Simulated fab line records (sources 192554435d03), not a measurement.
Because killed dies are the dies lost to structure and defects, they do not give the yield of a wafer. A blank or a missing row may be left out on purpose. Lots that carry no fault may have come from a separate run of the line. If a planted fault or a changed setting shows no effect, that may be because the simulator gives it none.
Which tool did it? -- flow n5_finfet -- Sampling: 23 lots, 69 wafers, 6 of 1938 route steps

WHAT THE GAUGES SHOWED, per wafer
No reading from a measuring or inspecting step in the record can be judged against a usual standard deviation.

WHICH TOOL RAN EACH LOT (tool, then ch and the chambers of the sampled wafers, then the start)
lot,N5_BEOL_M0_SAQP_ETCH_49,N5_BEOL_M1_ILD_DEP_00,N5_BEOL_M1_HM_OPEN_17,N5_BEOL_M1_ETCH_77,N5_BEOL_M1_SPUTTER_81,N5_BEOL_M1_ANNEAL_87
L074,"rie_diel-05 ch 0,2,3, day 5 15:50","pecvd-02 ch 0,1,2, day 5 21:56","rie_metal-02 ch 0,1, day 6 01:31","rie_diel-03 ch 0,1,3, day 6 02:10","pvd_sputter-01, day 6 08:29","pvd_sputter-01, day 6 08:47"
L075,"rie_diel-05 ch 0,1,2, day 5 21:59","pecvd-03 ch 0,2, day 6 04:58","rie_metal-03 ch 0,1, day 6 07:35","rie_diel-03 ch 1,3, day 6 08:13","pvd_sputter-03, day 6 13:40","pvd_sputter-03, day 6 13:58"
L076,"rie_diel-04 ch 0,1,3, day 6 06:49","pecvd-02 ch 0,1,2, day 6 13:35","rie_metal-01 ch 0,1, day 6 16:02","rie_diel-05 ch 0,2,3, day 6 16:50","pvd_sputter-01, day 6 20:01","pvd_sputter-01, day 6 20:19"
L077,"rie_diel-04 ch 1,2,3, day 6 12:14","pecvd-01 ch 1,2, day 6 17:28","rie_metal-01 ch 0,1, day 6 19:27","rie_diel-03 ch 0,1, day 6 20:26","pvd_sputter-01, day 6 22:52","pvd_sputter-01, day 6 23:10"
L078,"rie_diel-04 ch 2,3, day 6 17:59","pecvd-02 ch 0,1,2, day 6 23:27","rie_metal-01 ch 0,1, day 7 01:28","rie_diel-03 ch 0,1, day 7 02:07","pvd_sputter-01, day 7 04:50","pvd_sputter-01, day 7 05:08"
L079,"rie_diel-05 ch 1,2,3, day 6 21:25","pecvd-02 ch 0,1,2, day 7 03:51","rie_metal-02 ch 0,1, day 7 04:51","rie_diel-03 ch 0,3, day 7 05:29","pvd_sputter-03, day 7 11:52","pvd_sputter-03, day 7 12:10"
L080,"rie_diel-03 ch 1,3, day 7 04:10","pecvd-01 ch 0,2, day 7 09:56","rie_metal-03 ch 0, day 7 13:41","rie_diel-03 ch 0,1,3, day 7 14:34","pvd_sputter-02, day 7 20:23","pvd_sputter-02, day 7 20:41"
L081,"rie_diel-04 ch 1,2, day 7 12:26","pecvd-01 ch 1,2, day 7 22:14","rie_metal-01 ch 0,1, day 8 01:10","rie_diel-05 ch 0,1, day 8 01:50","pvd_sputter-03, day 8 06:34","pvd_sputter-03, day 8 06:52"
L082,"rie_diel-05 ch 0,2,3, day 7 14:40","pecvd-01 ch 0,1, day 7 21:56","rie_metal-02 ch 0,1, day 7 23:16","rie_diel-03 ch 1,2,3, day 8 00:35","pvd_sputter-03, day 8 03:26","pvd_sputter-03, day 8 03:44"
L083,"rie_diel-05 ch 0,2, day 8 00:01","pecvd-01 ch 0,2, day 8 05:26","rie_metal-03 ch 0,1, day 8 09:35","rie_diel-04 ch 1,2,3, day 8 10:19","pvd_sputter-01, day 8 18:22","pvd_sputter-01, day 8 18:40"
L084,"rie_diel-03 ch 0,2,3, day 8 06:38","pecvd-01 ch 0,1, day 8 12:46","rie_metal-03 ch 0,1, day 8 14:13","rie_diel-04 ch 0,1,3, day 8 15:10","pvd_sputter-02, day 8 21:23","pvd_sputter-02, day 8 21:41"
L086,"rie_diel-04 ch 0,2,3, day 8 18:35","pecvd-01 ch 1,2, day 9 02:34","rie_metal-03 ch 0,1, day 9 07:55","rie_diel-04 ch 2,3, day 9 08:49","pvd_sputter-01, day 9 20:17","pvd_sputter-01, day 9 20:35"
L085,"rie_diel-03 ch 1,2,3, day 8 21:56","pecvd-01 ch 0,1,2, day 9 02:49","rie_metal-03 ch 0,1, day 9 08:13","rie_diel-05 ch 0,2, day 9 08:52","pvd_sputter-03, day 9 18:44","pvd_sputter-03, day 9 19:02"
L087,"rie_diel-04 ch 0,1, day 9 01:25","pecvd-03 ch 0,1,2, day 9 09:57","rie_metal-01 ch 0,1, day 9 11:13","rie_diel-04 ch 0,1,2, day 9 11:52","pvd_sputter-03, day 9 23:32","pvd_sputter-03, day 9 23:50"
L088,"rie_diel-04 ch 0,3, day 9 08:02","pecvd-02 ch 1,2, day 9 11:44","rie_metal-03 ch 0,1, day 9 13:24","rie_diel-04 ch 0,2,3, day 9 14:11","pvd_sputter-01, day 10 01:06","pvd_sputter-01, day 10 01:24"
L089,"rie_diel-05 ch 1,2, day 9 13:56","pecvd-02 ch 1,2, day 9 18:50","rie_metal-03 ch 0,1, day 9 22:17","rie_diel-03 ch 1,2,3, day 9 22:55","pvd_sputter-02, day 10 09:19","pvd_sputter-02, day 10 09:37"
L090,"rie_diel-04 ch 0,1,2, day 9 16:08","pecvd-02 ch 0,1,2, day 10 00:47","rie_metal-02 ch 1, day 10 03:29","rie_diel-05 ch 0,1,3, day 10 05:29","pvd_sputter-02, day 10 12:34","pvd_sputter-02, day 10 12:52"
L091,"rie_diel-03 ch 0,1,2, day 9 18:47","pecvd-01 ch 0,2, day 10 00:32","rie_metal-03 ch 0,1, day 10 03:16","rie_diel-03 ch 0,2,3, day 10 04:01","pvd_sputter-03, day 10 10:48","pvd_sputter-03, day 10 11:06"
L093,"rie_diel-04 ch 0,1,2, day 10 09:33","pecvd-03 ch 0,1, day 10 15:49","rie_metal-02 ch 1, day 10 18:51","rie_diel-03 ch 0,2,3, day 10 19:39","pvd_sputter-02, day 11 06:44","pvd_sputter-02, day 11 07:02"
L094,"rie_diel-03 ch 0,1,3, day 10 14:06","pecvd-01 ch 0,2, day 10 20:50","rie_metal-02 ch 1, day 10 22:00","rie_diel-05 ch 0,2,3, day 10 22:52","pvd_sputter-02, day 11 10:11","pvd_sputter-02, day 11 10:29"
L095,"rie_diel-04 ch 0,1,3, day 11 00:31","pecvd-02 ch 0,2, day 11 06:16","rie_metal-02 ch 0,1, day 11 08:51","rie_diel-04 ch 0,2, day 11 09:53","pvd_sputter-02, day 11 15:02","pvd_sputter-02, day 11 15:20"
L097,"rie_diel-04 ch 1,2, day 11 11:53","pecvd-02 ch 0,2, day 11 16:58","rie_metal-02 ch 0,1, day 11 19:33","rie_diel-04 ch 1,2,3, day 11 20:12","pvd_sputter-02, day 12 08:04","pvd_sputter-02, day 12 08:22"
L096,"rie_diel-04 ch 1,2, day 11 16:19","pecvd-01 ch 0,2, day 11 22:20","rie_metal-02 ch 0,1, day 12 03:11","rie_diel-05 ch 0,1, day 12 03:59","pvd_sputter-01, day 12 10:59","pvd_sputter-01, day 12 11:17"
- N5_BEOL_M0_SAQP_ETCH_49: etches SiO2 in CF4/O2, target depth 37 nm.
- N5_BEOL_M1_ILD_DEP_00: deposits SiOC from DEMS/O2, target thk 79 nm, time 15.3 s.
- N5_BEOL_M1_HM_OPEN_17: chemistry Cl2/BCl3, target TiN, target depth 20 nm, overetch 6 nm.
- N5_BEOL_M1_ETCH_77: etches underlayer in N2/H2, target depth 6.5 nm, time 5.2 s.
- N5_BEOL_M1_SPUTTER_81: material Cu, target thk 4.5 nm, time 8.29 s.
- N5_BEOL_M1_ANNEAL_87: time 240 s.

AS READ BY THE TOOLS THEMSELVES (means over the sampled wafers that have a number; for cases with no such wafer, the mark the record gives instead)
N5_BEOL_M0_SAQP_ETCH_49.
lot,tool,drypump_motor_current_A (A),oes_product_au (a.u.),rf_vpp_V (V),showerhead_plenum_p_Torr (Torr),throttle_valve_pct (%)
L074,rie_diel-05,5.6,0.82,242.2,2.28,15.92
L075,rie_diel-05,5.6,0.78,241.8,2.27,15.98
L076,rie_diel-04,6.0,0.79,240.1,2.25,15.79
L077,rie_diel-04,6.4,0.74,240.4,2.20,15.86
L078,rie_diel-04,6.5,0.72,238.5,2.20,15.80
L079,rie_diel-05,5.7,0.78,241.6,2.30,15.91
L080,rie_diel-03,5.9,0.84,241.7,2.17,15.74
L081,rie_diel-04,6.3,0.75,241.6,2.20,15.95
L082,rie_diel-05,5.5,0.80,242.5,2.28,15.95
L083,rie_diel-05,5.5,0.75,241.9,2.26,16.07
L084,rie_diel-03,5.8,0.73,241.4,2.19,15.88
L086,rie_diel-04,6.1,0.77,240.9,2.24,15.77
L085,rie_diel-03,5.7,0.77,241.4,2.17,15.79
L087,rie_diel-04,5.7,0.81,241.9,2.28,15.76
L088,rie_diel-04,5.7,0.80,241.8,2.28,15.69
L089,rie_diel-05,5.8,0.72,240.3,2.28,16.00
L090,rie_diel-04,6.1,0.77,241.1,2.24,15.84
L091,rie_diel-03,5.9,0.78,240.7,2.17,15.78
L093,rie_diel-04,6.0,0.77,242.2,2.23,15.85
L094,rie_diel-03,6.0,0.76,241.7,2.17,15.88
L095,rie_diel-04,6.0,0.76,240.0,2.24,15.86
L097,rie_diel-04,6.4,0.73,240.3,2.19,15.93
L096,rie_diel-04,6.4,0.72,240.4,2.19,15.93

N5_BEOL_M1_ILD_DEP_00.
lot,tool,heater_power_w (W),showerhead_plenum_p_Torr (Torr),throttle_valve_pct (%)
L074,pecvd-02,469,5.688,11.7
L075,pecvd-03,553,5.692,11.4
L076,pecvd-02,465,5.687,11.6
L077,pecvd-01,370,5.668,12.0
L078,pecvd-02,482,5.690,11.8
L079,pecvd-02,451,5.686,11.7
L080,pecvd-01,414,5.659,12.3
L081,pecvd-01,421,5.676,12.0
L082,pecvd-01,498,5.678,13.4
L083,pecvd-01,413,5.670,12.2
L084,pecvd-01,412,5.668,13.3
L086,pecvd-01,402,5.669,12.2
L085,pecvd-01,424,5.674,12.6
L087,pecvd-03,469,5.690,11.5
L088,pecvd-02,508,5.683,11.8
L089,pecvd-02,426,5.694,11.8
L090,pecvd-02,475,5.686,12.0
L091,pecvd-01,447,5.666,12.9
L093,pecvd-03,483,5.657,11.9
L094,pecvd-01,392,5.658,12.4
L095,pecvd-02,411,5.688,11.7
L097,pecvd-02,441,5.694,11.9
L096,pecvd-01,483,5.669,13.1

N5_BEOL_M1_HM_OPEN_17.
lot,tool,drypump_motor_current_A (A),he_backside_leak_sccm (sccm),mfc_cl2_sccm (sccm),oes_product_au (a.u.),throttle_valve_pct (%)
L074,rie_metal-02,5.7,3.3,53.29,0.61,22.26
L075,rie_metal-03,5.7,3.2,53.34,0.56,22.09
L076,rie_metal-01,5.8,3.3,53.33,0.62,22.17
L077,rie_metal-01,5.6,3.1,53.35,0.64,22.37
L078,rie_metal-01,5.6,3.7,53.32,0.64,22.37
L079,rie_metal-02,5.7,3.2,53.19,0.59,22.29
L080,rie_metal-03,6.3,3.5,53.27,0.68,22.25
L081,rie_metal-01,5.6,3.1,53.27,0.64,22.37
L082,rie_metal-02,5.7,3.4,53.14,0.59,22.28
L083,rie_metal-03,6.0,3.3,53.23,0.71,22.08
L084,rie_metal-03,6.0,3.3,53.41,0.72,22.07
L086,rie_metal-03,5.7,3.1,53.22,0.76,21.88
L085,rie_metal-03,6.0,3.4,53.25,0.71,22.07
L087,rie_metal-01,5.8,3.3,53.44,0.61,22.18
L088,rie_metal-03,5.7,3.2,53.26,0.75,21.87
L089,rie_metal-03,6.0,3.4,53.26,0.71,22.08
L090,rie_metal-02,6.0,3.1,53.13,0.61,22.37
L091,rie_metal-03,6.0,3.3,53.20,0.71,22.07
L093,rie_metal-02,5.9,3.2,53.34,0.61,22.35
L094,rie_metal-02,5.9,3.2,53.38,0.60,22.37
L095,rie_metal-02,5.7,3.4,53.23,0.68,22.23
L097,rie_metal-02,5.5,3.4,53.19,0.75,22.10
L096,rie_metal-02,5.5,3.3,53.32,0.74,22.09

N5_BEOL_M1_ETCH_77.
lot,tool,drypump_motor_current_A (A),etch_rf_on_time_s (s),oes_product_au (a.u.),rf_vpp_V (V),showerhead_plenum_p_Torr (Torr),throttle_valve_pct (%)
L074,rie_diel-03,6.0,5.16,0.68,523.2,2.52,17.84
L075,rie_diel-03,5.7,5.16,0.66,522.6,2.52,17.89
L076,rie_diel-05,5.5,5.22,0.69,525.9,2.64,18.02
L077,rie_diel-03,6.1,5.02,0.73,523.5,2.50,17.82
L078,rie_diel-03,6.2,5.05,0.68,523.1,2.51,17.84
L079,rie_diel-03,5.9,5.17,0.61,525.4,2.52,17.91
L080,rie_diel-03,6.0,5.10,0.67,523.0,2.51,17.87
L081,rie_diel-05,5.6,5.26,0.65,525.2,2.62,17.98
L082,rie_diel-03,5.7,5.09,0.67,523.6,2.51,17.82
L083,rie_diel-04,6.4,5.23,0.63,523.6,2.54,17.94
L084,rie_diel-04,6.1,5.25,0.65,524.7,2.59,17.88
L086,rie_diel-04,6.5,5.29,0.61,524.0,2.53,17.87
L085,rie_diel-05,5.5,5.25,0.63,524.8,2.60,18.13
L087,rie_diel-04,6.1,5.21,0.65,523.9,2.59,17.89
L088,rie_diel-04,6.2,5.20,0.64,524.8,2.58,17.82
L089,rie_diel-03,5.7,5.11,0.65,523.3,2.50,17.85
L090,rie_diel-05,5.6,5.25,0.67,526.5,2.63,18.00
L091,rie_diel-03,5.8,5.19,0.61,523.3,2.51,17.86
L093,rie_diel-03,5.8,5.11,0.61,523.3,2.51,17.89
L094,rie_diel-05,5.5,5.22,0.67,526.9,2.62,18.08
L095,rie_diel-04,5.8,5.22,0.67,526.5,2.63,17.78
L097,rie_diel-04,6.4,5.27,0.61,523.8,2.53,17.98
L096,rie_diel-05,5.6,5.23,0.62,526.0,2.61,18.04

N5_BEOL_M1_SPUTTER_81.
lot,tool,chuck_gas_flow_sccm (sccm),chuck_sensor_temp_C (C),throttle_valve_pct (%)
L074,pvd_sputter-01,1.21,-15.5,29.5
L075,pvd_sputter-03,1.30,-15.9,30.3
L076,pvd_sputter-01,1.27,-15.5,29.5
L077,pvd_sputter-01,1.27,-15.8,29.6
L078,pvd_sputter-01,1.27,-15.8,29.6
L079,pvd_sputter-03,1.33,-15.3,29.7
L080,pvd_sputter-02,1.24,-15.2,28.8
L081,pvd_sputter-03,1.22,-15.7,31.1
L082,pvd_sputter-03,1.29,-15.4,30.3
L083,pvd_sputter-01,1.25,-15.4,29.4
L084,pvd_sputter-02,1.30,-15.3,28.9
L086,pvd_sputter-01,1.30,-15.8,29.9
L085,pvd_sputter-03,1.28,-16.0,29.5
L087,pvd_sputter-03,1.22,-15.5,29.6
L088,pvd_sputter-01,1.29,-15.2,29.2
L089,pvd_sputter-02,1.22,-15.4,29.4
L090,pvd_sputter-02,1.24,-15.3,28.8
L091,pvd_sputter-03,1.29,-15.9,30.1
L093,pvd_sputter-02,1.27,-15.5,29.5
L094,pvd_sputter-02,1.23,-15.4,28.8
L095,pvd_sputter-02,1.22,-15.4,28.8
L097,pvd_sputter-02,1.24,-15.5,28.7
L096,pvd_sputter-01,1.26,-15.8,29.9

N5_BEOL_M1_ANNEAL_87.
lot,tool,heater_power_w (W)
L074,pvd_sputter-01,815
L075,pvd_sputter-03,946
L076,pvd_sputter-01,805
L077,pvd_sputter-01,746
L078,pvd_sputter-01,746
L079,pvd_sputter-03,773
L080,pvd_sputter-02,844
L081,pvd_sputter-03,984
L082,pvd_sputter-03,885
L083,pvd_sputter-01,793
L084,pvd_sputter-02,838
L086,pvd_sputter-01,840
L085,pvd_sputter-03,909
L087,pvd_sputter-03,847
L088,pvd_sputter-01,870
L089,pvd_sputter-02,829
L090,pvd_sputter-02,845
L091,pvd_sputter-03,946
L093,pvd_sputter-02,830
L094,pvd_sputter-02,829
L095,pvd_sputter-02,835
L097,pvd_sputter-02,826
L096,pvd_sputter-01,824

THE ANSWER, worked out from the rows above alone
Rule: the lots themselves supply what counts as usual. The widest of any qualifying gaps counts: lots, ordered by their means at a reading, are off when they make up no more than a third of the lots, leave a main group of 4 or more, and stand apart from it by 3 or more times the standard deviation of that group's means. If all means in a main group match to the digits the tables above print for the reading, that group is not used. Also off: a lot with no number at a reading for which 4 or more lots have one. Any other lot the step has rows for is counted as sound. After the gauges, taken in route order, come the tools' own readings; for these a lot's mean is taken, as printed above. The first step at which some lot is off is used, and at that step the reading that is off furthest; a lot without a number counts as furthest.
None of the lots is off at any reading shown; this tells nothing.

WHAT THE SIMULATOR HAD INSERTED
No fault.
